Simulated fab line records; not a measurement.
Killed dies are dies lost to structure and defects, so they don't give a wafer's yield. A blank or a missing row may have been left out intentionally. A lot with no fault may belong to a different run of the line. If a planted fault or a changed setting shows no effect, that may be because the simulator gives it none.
Chamber matching	flow nand harc	4 sister chambers for NHARC_A_STAIRCASE_STRIP_476 on rie diel-13
The step strips in O2, time 20 s. 16 wafers are shown with their chamber, then 8 later ones without.

## WAFERS, EACH WITH ITS CHAMBER
wafer	chamber	showerhead plenum p Torr (Torr)	drypump motor current A (A)	oes product au (a.u.)
L080.1	0	3.51	5.9	0.983
L080.5	2	3.77	5.2	0.978
L080.6	1	3.37	5.8	0.986
L083.2	1	3.37	5.8	0.992
L083.3	0	3.51	5.9	0.985
L083.4	2	3.77	5.2	0.992
L082.1	3	3.29	6.0	1.032
L082.3	0	3.51	5.9	0.986
L082.4	1	3.37	5.8	1.006
L091.1	2	3.76	5.2	0.992
L091.3	0	3.50	5.9	0.970
L091.5	0	3.50	5.9	0.970
L092.2	1	3.36	5.8	1.003
L092.4	2	3.76	5.2	0.978
L092.5	2	3.76	5.2	0.979
L093.2	3	3.28	6.1	1.021

SIGNATURES (means of the wafers above)
reading	chamber 0	chamber 1	chamber 2	chamber 3	scatter within a chamber
showerhead plenum p Torr	3.5060	3.3675	3.7640	3.2850	0.00552
drypump motor current A	5.900	5.800	5.200	6.050	0.0204
oes product au	0.97880	0.99675	0.98380	1.02650	0.00822
Rule: for a wafer and a chamber, the distance is found by dividing, reading by reading, the gap between the wafer's reading and the chamber's mean by the reading's scatter, squaring, summing and taking the root. If the next closest chamber is less than 2 further off than the closest, the wafer can't be placed; otherwise it belongs to the closest. The scatter: take each reading less its chamber's mean, square it, sum over the shown wafers, divide by the number of wafers less the number of chambers, and take the root.

## WAFERS WITH NO CHAMBER GIVEN
wafer	showerhead plenum p Torr (Torr)	drypump motor current A (A)	oes product au (a.u.)
L093.3	3.75	5.2	0.990
L093.5	3.36	5.8	1.004
L096.1	3.35	5.8	1.005
L096.5	3.49	6.0	0.978
L096.6	3.28	6.1	1.026
L095.1	3.35	5.8	1.007
L095.4	3.49	5.9	0.988
L095.6	3.49	5.9	0.988

## WHICH CHAMBER EACH WENT THROUGH
wafer	from the rows above	in truth
L093.3	2	2
L093.5	1	1
L096.1	1	1
L096.5	0	0
L096.6	3	3
L095.1	1	1
L095.4	0	0
L095.6	0	0
8 of 8 placed correctly. From these rows, 0 cannot be placed. Wrongly placed: 0.
